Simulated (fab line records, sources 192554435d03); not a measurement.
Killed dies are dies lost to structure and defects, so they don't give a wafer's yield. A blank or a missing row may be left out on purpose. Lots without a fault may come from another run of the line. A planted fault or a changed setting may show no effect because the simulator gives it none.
fab line records | flow n5_finfet
record lots=11 wafers=33 last_day=19
route steps=1938 shown BEOL_M7@1277
lots that met no fault: from a run of the same line without faults
start_h: hours from the record's first day to the start of the lot's first wafer shown | wait_h: hours since the lot's step before | " the same as in the row above | L1.1+2: a row that stands for several wafers | - no value, or no start given | * or withheld: withheld | < > ~ a bound
route shown NAME@n: a module of which the file shows steps, and the number in the route of the first | usual: mean/standard deviation of fault-free wafers | same: alike in all rows | chamber/n: place in a boat | sites: the reading at each site | _std_site: their standard deviation | _edge_site: outer sites' mean less inner sites' | radius_mm: how far each site lies from the wafer's centre | mask NAME#n: copy n | behind: the tool/chamber that last shaped the wafer | hold: why the lot was held/for how many hours/how that ended | device: the transistor (n, p or np) that didn't switch | end of line: the same wafers' tests at the end of the route | a step without rows: its recipe alone | killed: dies lost to structure and defects at the first sort, not the wafer's yield | map: a wafer's dies, x killed, . not, _ none there
set.NAME: the setting as run; set.NAME@STEP: as run at that earlier step | model.NAME: the simulator's own value behind a step, which no gauge read
steps of the route over a sample of lots; a table a step, a row a wafer
services: from which hour (start_h, from the record's first day; less than 0 if before it) a tool's chamber was out of use, for how many hours, and why
## steps
# step N5_BEOL_M7_OVL_MEAS_12
# recipe points_per_wafer=44
# usual M7_OVL=-0.5/0.8
# columns lot.wafer tool chamber start_h wait_h M7_OVL[nm]
L620.2 overlay-01 0 203.00 0.0 -0.3
L620.3 " 0 " " -1.8
L620.5 " 0 " " -0.8
L621.1 overlay-02 0 220.16 0.0 -0.6
L621.4 " 0 " " -2.1
L621.5 " 0 " " -0.8
L624.2 overlay-02 0 248.11 0.0 -1.4
L624.4 " 0 " " -0.7
L624.6 " 0 " " -1.3
L629.1 overlay-02 0 272.16 0.0 -0.7
L629.4 " 0 " " -1.0
L629.6 " 0 " " -0.5
L631.2 overlay-02 0 285.76 0.0 -0.4
L631.3 " 0 " " -1.1
L631.4 " 0 " " -1.4
L633.2 overlay-01 0 304.53 0.0 -0.9
L633.5 " 0 " " -0.9
L633.6 " 0 " " -1.5
L636.3 overlay-02 0 310.79 0.0 -2.3
L636.4 " 0 " " -0.5
L636.6 " 0 " " -0.3
L635.2 overlay-02 0 334.90 0.0 -0.9
L635.3 " 0 " " -0.2
L635.4 " 0 " " -1.0
L640.1 overlay-02 0 365.54 0.0 0.2
L640.4 " 0 " " -1.5
L640.5 " 0 " " 0.1
L639.1 overlay-01 0 365.82 0.0 -0.2
L639.2 " 0 " " -0.8
L639.3 " 0 " " -0.4
L641.3 overlay-02 0 366.58 0.0 -1.1
L641.5 " 0 " " -1.2
L641.6 " 0 " " -0.9
# step N5_BEOL_M7_ETCH_62
# recipe chemistry=N2/H2 target=SOC target_depth_a=1100 overetch_a=220 mask_material=SiARC temp_c=40 time_s=165 ion_energy_ev=200 pressure_mtorr=30 source_w=840 bias_w=150 n2_flow_sccm=200 h2_flow_sccm=200
# usual drypump_motor_current_A=5.60/0.29 n2_flow_sccm=200.0/0.51 oes_product_au=0.64/0.061 rf_fwd_power_W=837.9/2.5 rf_vpp_V=524.4/2.4 showerhead_plenum_p_Torr=2.56/0.079 throttle_valve_pct=18.06/0.23
# columns lot.wafer tool chamber start_h wait_h drypump_motor_current_A n2_flow_sccm oes_product_au rf_fwd_power_W rf_hours_counter_h rf_vpp_V showerhead_plenum_p_Torr throttle_valve_pct
L620.2 rie_diel-01 2 203.35 0.0 5.50 201.1 0.62 838.8 173 526.9 2.65 18.20
L620.3 " 3 " " 6.45 200.3 0.61 837.0 189 521.0 2.43 18.02
L620.5 " 3 " " 6.48 200.2 0.61 841.9 - 520.1 2.43 18.03
L621.1 rie_diel-01 3 220.31 0.0 6.47 200.6 0.61 834.8 193 519.6 2.43 18.04
L621.4 " 2 " " 5.51 199.8 0.62 840.4 177 526.2 2.64 18.20
L621.5 " 1 " " 6.06 200.3 0.63 838.8 - 522.3 2.53 18.20
L624.2 rie_diel-02 1 249.68 0.0 5.62 199.6 0.61 836.2 203 527.4 2.63 18.13
L624.4 " 0 " " 5.78 199.9 0.71 839.0 70 522.2 2.48 17.50
L624.6 " 0 " " 5.79 200.0 0.71 838.1 - 522.3 2.48 17.50
L629.1 rie_diel-03 3 272.66 0.0 5.46 200.1 0.62 836.8 220 521.4 2.50 18.26
L629.4 " 1 " " 5.90 199.1 0.76 837.3 22 528.6 2.70 17.96
L629.6 " 2 " " 5.37 199.9 0.62 833.4 - 523.3 2.52 18.05
L631.2 rie_diel-03 1 285.93 0.0 5.93 199.2 0.75 839.1 26 527.8 2.70 17.96
L631.3 " 3 " " 5.50 199.2 0.62 1036.1 224 485.8 2.50 18.26
L631.4 " 2 " " 5.36 200.1 0.62 838.1 173 523.2 2.52 18.04
L633.2 rie_diel-03 0 304.71 0.0 5.42 199.5 0.61 836.4 209 524.2 2.53 18.14
L633.5 " 3 " " 5.49 199.4 0.61 1043.8 - 487.2 2.50 18.27
L633.6 " 2 " " 5.33 200.3 0.62 834.8 - 524.5 2.51 18.07
L636.3 rie_diel-02 2 310.94 0.0 5.65 200.5 0.58 840.7 229 522.7 2.51 18.19
L636.4 " 3 " " 5.06 199.9 0.74 839.7 53 527.4 2.69 17.87
L636.6 " 2 " " 5.63 200.1 0.59 838.2 - 522.2 2.51 18.21
L635.2 rie_diel-01 2 336.74 0.0 5.50 200.5 0.60 834.9 216 525.6 2.63 18.24
L635.3 " 0 " " 5.76 200.2 0.58 838.8 238 522.9 2.52 18.22
L635.4 " 1 " " 6.05 199.7 0.61 837.1 - 523.7 2.51 18.27
L640.1 rie_diel-03 1 366.61 0.0 5.93 199.9 0.72 840.8 45 528.2 2.69 18.00
L640.4 " 0 " " 5.42 200.5 0.60 837.7 223 524.5 2.53 18.15
L640.5 " 3 " " 5.49 200.1 0.60 836.8 - 523.0 2.49 18.28
L639.1 rie_diel-02 0 366.64 0.0 5.78 200.0 0.68 837.9 105 522.3 2.47 17.58
L639.2 " 2 " " 5.66 200.9 0.58 840.9 249 523.4 2.50 18.23
L639.3 " 3 " " 5.06 199.8 0.73 840.2 72 526.6 2.68 17.88
L641.3 rie_diel-02 2 366.90 0.0 5.66 199.7 0.58 833.7 249 521.8 2.50 18.23
L641.5 " 1 " " 5.63 200.1 0.59 837.4 - 526.8 2.62 18.19
L641.6 " 2 " " 5.67 200.0 0.57 834.8 - 521.9 2.50 18.22
# step N5_BEOL_M7_OVL_MEAS_29
# recipe points_per_wafer=522
# usual V6_OVL=0.3/0.77
# columns lot.wafer tool chamber start_h wait_h V6_OVL[nm]
L620.2 overlay-02 0 205.94 0.0 0.1
L620.3 " 0 " " -0.1
L620.5 " 0 " " 1.5
L621.1 overlay-01 0 225.13 0.0 1.2
L621.4 " 0 " " -0.1
L621.5 " 0 " " 0.3
L624.2 overlay-01 0 250.71 0.0 1.0
L624.4 " 0 " " 1.2
L624.6 " 0 " " 1.5
L629.1 overlay-01 0 275.69 0.0 0.3
L629.4 " 0 " " 0.3
L629.6 " 0 " " 0.9
L631.2 overlay-01 0 287.96 0.0 -1.0
L631.3 " 0 " " 0.1
L631.4 " 0 " " -1.2
L633.2 overlay-01 0 306.24 0.0 1.1
L633.5 " 0 " " 1.0
L633.6 " 0 " " 0.7
L636.3 overlay-01 0 313.22 0.0 -0.8
L636.4 " 0 " " 0.1
L636.6 " 0 " " 0.9
L635.2 overlay-02 0 339.10 0.0 -0.7
L635.3 " 0 " " 0.6
L635.4 " 0 " " 0.2
L639.1 overlay-01 0 369.03 0.0 -0.1
L639.2 " 0 " " -0.7
L639.3 " 0 " " 0.9
L640.1 overlay-02 0 369.08 0.0 -0.5
L640.4 " 0 " " 0.8
L640.5 " 0 " " 0.0
L641.3 overlay-02 0 369.26 0.0 0.6
L641.5 " 0 " " 0.2
L641.6 " 0 " " 2.2
# step N5_BEOL_M7_INSPECT_30
# recipe mode=adi inspect_instrument=brightfield
# usual raw_defect_count=413/99
# columns lot.wafer tool chamber start_h wait_h raw_defect_count
L620.2 defect_inspect-01 - 205.99 0.0 598
L620.3 " - " " 454
L620.5 " - " " 383
L621.1 defect_inspect-01 - 225.19 0.1 331
L621.4 " - " " 320
L621.5 " - " " 550
L624.2 defect_inspect-02 - 250.76 0.0 442
L624.4 " - " " 523
L624.6 " - " " 410
L629.1 defect_inspect-02 - 275.75 0.1 335
L629.4 " - " " 380
L629.6 " - " " 369
L631.2 defect_inspect-02 - 288.01 0.0 330
L631.3 " - " " 463
L631.4 " - " " 478
L633.2 defect_inspect-02 - 306.30 0.0 336
L633.5 " - " " 326
L633.6 " - " " 355
L636.3 defect_inspect-01 - 313.27 0.0 389
L636.4 " - " " 425
L636.6 " - " " 415
L635.2 defect_inspect-02 - 339.15 0.0 425
L635.3 " - " " 297
L635.4 " - " " 263
L639.1 defect_inspect-02 - 369.09 0.1 308
L639.2 " - " " 402
L639.3 " - " " 397
L640.1 defect_inspect-02 - 369.14 0.1 374
L640.4 " - " " 371
L640.5 " - " " 489
L641.3 defect_inspect-02 - 369.32 0.1 464
L641.5 " - " " 375
L641.6 " - " " 382
## services
# columns tool chamber start_h hours kind
rie_diel-03 - 238.74 15.6 pm
rie_diel-02 - 241.28 5.4 repair
rie_diel-03 0 260.05 1.3 repair
rie_diel-03 - 329.81 14.6 pm
rie_diel-01 - 333.19 2.8 pm
## key
first_sign step=N5_BEOL_M7_ETCH_62 reading=rf_fwd_power_W direction=up sigmas=80 usual=* struck=*
effect step=N5_BEOL_M7_ETCH_62 reading=rf_vpp_V direction=down sigmas=16 usual=524.4 struck=486.5
met_at N5_BEOL_M7_ETCH_62
struck_lots L631,L633
struck_wafers L631.3,L633.5
not_acting_at N5_BEOL_M7_OVL_MEAS_12,N5_BEOL_M7_OVL_MEAS_29,N5_BEOL_M7_INSPECT_30
onset_between 272.66 285.93
fault kind=process_parameter_drift tool=rie_diel-03 chamber=3 onset_h=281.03 steps=N5_BEOL_M7_ETCH_62 channel=source_w offset=201.6 shape=step end_h=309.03 acts_in=these_recipes_only stated=840
